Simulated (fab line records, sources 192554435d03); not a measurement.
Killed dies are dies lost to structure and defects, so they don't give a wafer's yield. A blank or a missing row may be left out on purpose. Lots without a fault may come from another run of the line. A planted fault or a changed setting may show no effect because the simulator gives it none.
Which tool did it? | flow n5_finfet | 24 lots, 72 wafers sampled, at 5 steps of a route of 1938

WHAT THE GAUGES READ, wafer by wafer
N5_BEOL_M9_CD_MEAS_28: target cd 70 nm. Usual: cd_nm 69.85 nm, standard deviation 0.27.
lot  | measured     | on        | cd_nm (nm)        | flag
L076 | day 9 19:07  | cd_sem-02 | 70.27 69.36 69.68 |
L074 | day 9 21:01  | cd_sem-03 | 69.97 70.13 69.76 |
L077 | day 10 11:53 | cd_sem-03 | 69.74 69.49 69.73 |
L075 | day 10 12:03 | cd_sem-01 | 69.72 69.47 70.08 |
L078 | day 10 17:45 | cd_sem-03 | 69.88 69.75 70.33 |
L079 | day 11 02:56 | cd_sem-02 | 69.54 69.72 69.12 |
L082 | day 11 14:13 | cd_sem-02 | 69.68 69.71 69.86 |
L081 | day 11 14:23 | cd_sem-03 | 69.68 69.72 69.96 |
L083 | day 11 20:22 | cd_sem-03 | 69.56 69.67 69.85 |
L080 | day 11 23:08 | cd_sem-01 | 70.22 70.13 70.39 |
L084 | day 12 03:38 | cd_sem-02 | 69.84 69.61 69.82 |
L085 | day 12 14:27 | cd_sem-02 | 69.79 70.41 69.67 |
L086 | day 13 06:22 | cd_sem-02 | 69.91 70.20 69.67 |
L087 | day 13 09:55 | cd_sem-02 | 69.54 70.05 69.68 |
L088 | day 13 15:29 | cd_sem-02 | 69.82 69.77 70.09 |
L090 | day 13 17:55 | cd_sem-02 | 69.59 70.00 69.75 |
L091 | day 14 00:44 | cd_sem-01 | 69.41 70.35 69.77 |
L089 | day 14 04:19 | cd_sem-03 | 69.76 70.25 70.09 |
L092 | day 14 09:23 | cd_sem-03 | 69.88 69.64 69.73 |
L094 | day 14 13:07 | cd_sem-02 | 69.71 69.89 69.89 |
L093 | day 14 15:10 | cd_sem-03 | 69.75 69.69 69.52 |
L095 | day 15 02:41 | cd_sem-02 | 70.16 69.94 69.48 |
L096 | day 15 15:49 | cd_sem-02 | 69.64 69.22 70.24 |
L097 | day 15 21:36 | cd_sem-01 | 70.30 70.21 69.97 |

N5_BEOL_M9_OVL_MEAS_29. Usual: V8_OVL -0.3 nm, standard deviation 0.6.
lot  | measured     | on         | V8_OVL (nm)    | flag
L076 | day 9 19:08  | overlay-01 | 0.6 -0.2 0.0   |
L074 | day 9 21:03  | overlay-02 | -0.8 0.7 0.5   |
L077 | day 10 11:55 | overlay-01 | -0.7 -1.3 -1.7 |
L075 | day 10 12:05 | overlay-01 | 0.7 0.2 0.0    |
L078 | day 10 17:47 | overlay-02 | -0.7 0.2 -0.4  |
L079 | day 11 02:58 | overlay-02 | 0.1 -0.6 -1.5  |
L082 | day 11 14:16 | overlay-01 | -0.4 -0.6 -0.8 |
L081 | day 11 14:25 | overlay-02 | -0.5 0.3 0.1   |
L083 | day 11 20:23 | overlay-02 | 0.6 -0.1 -0.2  |
L080 | day 11 23:10 | overlay-01 | -0.1 0.1 0.2   |
L084 | day 12 03:40 | overlay-01 | -0.6 -1.2 -0.9 |
L085 | day 12 14:29 | overlay-02 | -0.3 -0.5 -0.9 |
L086 | day 13 06:23 | overlay-01 | -0.4 -0.1 0.5  |
L087 | day 13 09:56 | overlay-01 | -0.8 -1.0 -0.7 |
L088 | day 13 15:31 | overlay-01 | 0.2 -0.1 0.9   |
L090 | day 13 17:57 | overlay-02 | 0.7 -0.4 -0.1  |
L091 | day 14 00:47 | overlay-01 | 0.3 0.0 0.2    |
L089 | day 14 04:22 | overlay-02 | 0.0 0.7 -0.1   |
L092 | day 14 09:25 | overlay-02 | -1.0 0.0 0.0   |
L094 | day 14 13:08 | overlay-02 | -1.0 -0.9 -1.6 |
L093 | day 14 15:11 | overlay-02 | -0.1 -0.3 0.0  |
L095 | day 15 02:43 | overlay-01 | -0.2 -0.1 -0.9 |
L096 | day 15 15:52 | overlay-02 | -0.5 0.0 -0.2  |
L097 | day 15 21:38 | overlay-02 | -0.3 -0.2 -0.8 |

N5_BEOL_M9_INSPECT_30: inspects for defects (brightfield). Usual: raw_defect_count 408, standard deviation 85.
lot  | measured     | on                | raw_defect_count | flag
L076 | day 9 19:12  | defect_inspect-01 | 406 453 340      |
L074 | day 9 21:07  | defect_inspect-01 | 244 204 208      |
L077 | day 10 11:58 | defect_inspect-01 | 416 432 426      |
L075 | day 10 12:08 | defect_inspect-02 | 365 435 348      |
L078 | day 10 17:50 | defect_inspect-02 | 439 373 387      |
L079 | day 11 03:01 | defect_inspect-01 | 419 449 458      |
L082 | day 11 14:19 | defect_inspect-02 | 384 537 594      |
L081 | day 11 14:28 | defect_inspect-01 | 325 310 312      |
L083 | day 11 20:27 | defect_inspect-02 | 538 380 375      |
L080 | day 11 23:13 | defect_inspect-02 | 414 457 415      |
L084 | day 12 03:43 | defect_inspect-02 | 356 270 410      |
L085 | day 12 14:32 | defect_inspect-02 | 377 289 365      |
L086 | day 13 06:26 | defect_inspect-01 | 448 528 420      |
L087 | day 13 10:00 | defect_inspect-02 | 489 432 359      |
L088 | day 13 15:34 | defect_inspect-02 | 383 339 424      |
L090 | day 13 18:00 | defect_inspect-01 | 552 510 414      |
L091 | day 14 00:50 | defect_inspect-02 | 407 508 670      |
L089 | day 14 04:25 | defect_inspect-02 | 422 376 378      |
L092 | day 14 09:28 | defect_inspect-02 | 279 327 379      |
L094 | day 14 13:12 | defect_inspect-01 | 487 228 384      |
L093 | day 14 15:15 | defect_inspect-02 | 282 435 373      |
L095 | day 15 02:46 | defect_inspect-02 | 493 476 462      |
L096 | day 15 15:55 | defect_inspect-01 | 512 613 459      |
L097 | day 15 21:41 | defect_inspect-02 | 361 538 350      |

N5_BEOL_M10_CD_MEAS_28: target cd 70 nm. Usual: cd_nm 69.7 nm, standard deviation 0.77.
lot  | measured     | on        | cd_nm (nm)     | flag
L076 | day 10 03:34 | cd_sem-01 | 70.0 69.0 69.9 |
L074 | day 10 09:17 | cd_sem-03 | 69.4 68.5 69.6 |
L077 | day 10 20:08 | cd_sem-03 | 69.7 70.7 69.2 |
L075 | day 10 20:19 | cd_sem-01 | 68.9 69.5 69.2 |
L078 | day 11 01:47 | cd_sem-01 | 70.8 70.6 70.4 |
L079 | day 11 09:47 | cd_sem-03 | 70.5 70.4 70.7 |
L082 | day 11 23:11 | cd_sem-03 | 70.8 70.4 70.5 |
L081 | day 11 23:50 | cd_sem-03 | 68.9 68.7 69.3 |
L083 | day 12 03:37 | cd_sem-01 | 69.2 68.2 68.6 |
L080 | day 12 06:29 | cd_sem-03 | 69.8 70.4 70.2 |
L084 | day 12 12:50 | cd_sem-03 | 69.0 69.2 70.0 |
L085 | day 12 22:01 | cd_sem-03 | 70.7 71.2 69.1 |
L086 | day 13 16:05 | cd_sem-03 | 70.6 69.8 68.8 |
L087 | day 13 18:44 | cd_sem-01 | 69.0 68.1 70.1 |
L088 | day 13 22:05 | cd_sem-03 | 68.9 68.7 69.6 |
L090 | day 14 00:36 | cd_sem-01 | 68.8 69.7 69.2 |
L091 | day 14 09:17 | cd_sem-02 | 68.6 69.5 69.6 |
L089 | day 14 13:16 | cd_sem-03 | 68.9 69.0 69.2 |
L092 | day 14 17:52 | cd_sem-01 | 69.8 69.4 68.7 |
L094 | day 14 21:12 | cd_sem-03 | 70.7 70.2 68.9 |
L093 | day 14 23:10 | cd_sem-03 | 69.4 70.8 70.1 |
L095 | day 15 14:29 | cd_sem-03 | 69.5 69.8 69.8 |
L096 | day 16 01:11 | cd_sem-01 | 69.9 71.0 69.9 |
L097 | day 16 06:52 | cd_sem-02 | 70.6 69.2 68.7 |

WHICH TOOL RAN EACH LOT (tool, then ch and the chambers of the sampled wafers, then the start)
lot  | N5_BEOL_M9_SURFACE_TREAT_79
L076 | pvd_sputter-02, day 9 20:40
L074 | pvd_sputter-02, day 9 22:52
L077 | pvd_sputter-03, day 10 13:39
L075 | pvd_sputter-03, day 10 14:09
L078 | pvd_sputter-01, day 10 19:40
L079 | pvd_sputter-03, day 11 04:48
L082 | pvd_sputter-03, day 11 16:07
L081 | pvd_sputter-01, day 11 18:13
L083 | pvd_sputter-03, day 11 22:21
L080 | pvd_sputter-02, day 12 00:52
L084 | pvd_sputter-02, day 12 06:47
L085 | pvd_sputter-03, day 12 17:56
L086 | pvd_sputter-02, day 13 09:33
L087 | pvd_sputter-02, day 13 11:58
L088 | pvd_sputter-03, day 13 16:59
L090 | pvd_sputter-01, day 13 20:01
L091 | pvd_sputter-01, day 14 02:41
L089 | pvd_sputter-03, day 14 06:38
L092 | pvd_sputter-03, day 14 11:05
L094 | pvd_sputter-02, day 14 15:16
L093 | pvd_sputter-02, day 14 18:04
L095 | pvd_sputter-02, day 15 04:41
L096 | pvd_sputter-03, day 15 17:39
L097 | pvd_sputter-02, day 15 23:20
- N5_BEOL_M9_SURFACE_TREAT_79

WHAT THE TOOLS THEMSELVES READ (means of the sampled wafers that have a number; where no wafer has one, the mark that the record gives instead)
The record holds no such reading with a usual standard deviation.

THE ANSWER, worked out from the rows above alone
Rule: a lot is off if the mean of its wafers that have a number lies more than 3 standard deviations from the usual mean. A lot without any number at a reading at which 4 lots or more have one is off too. The other lots that the step has rows for count as sound. The gauges are gone through in route order, then the tools' own readings, and for those a lot's mean is taken as printed above. The first step at which some lot is off is used, and at that step the reading that is off furthest; a lot without a number counts as furthest.
No lot is off at any reading shown: from this, nothing can be told.

WHAT THE SIMULATOR HAD PUT IN
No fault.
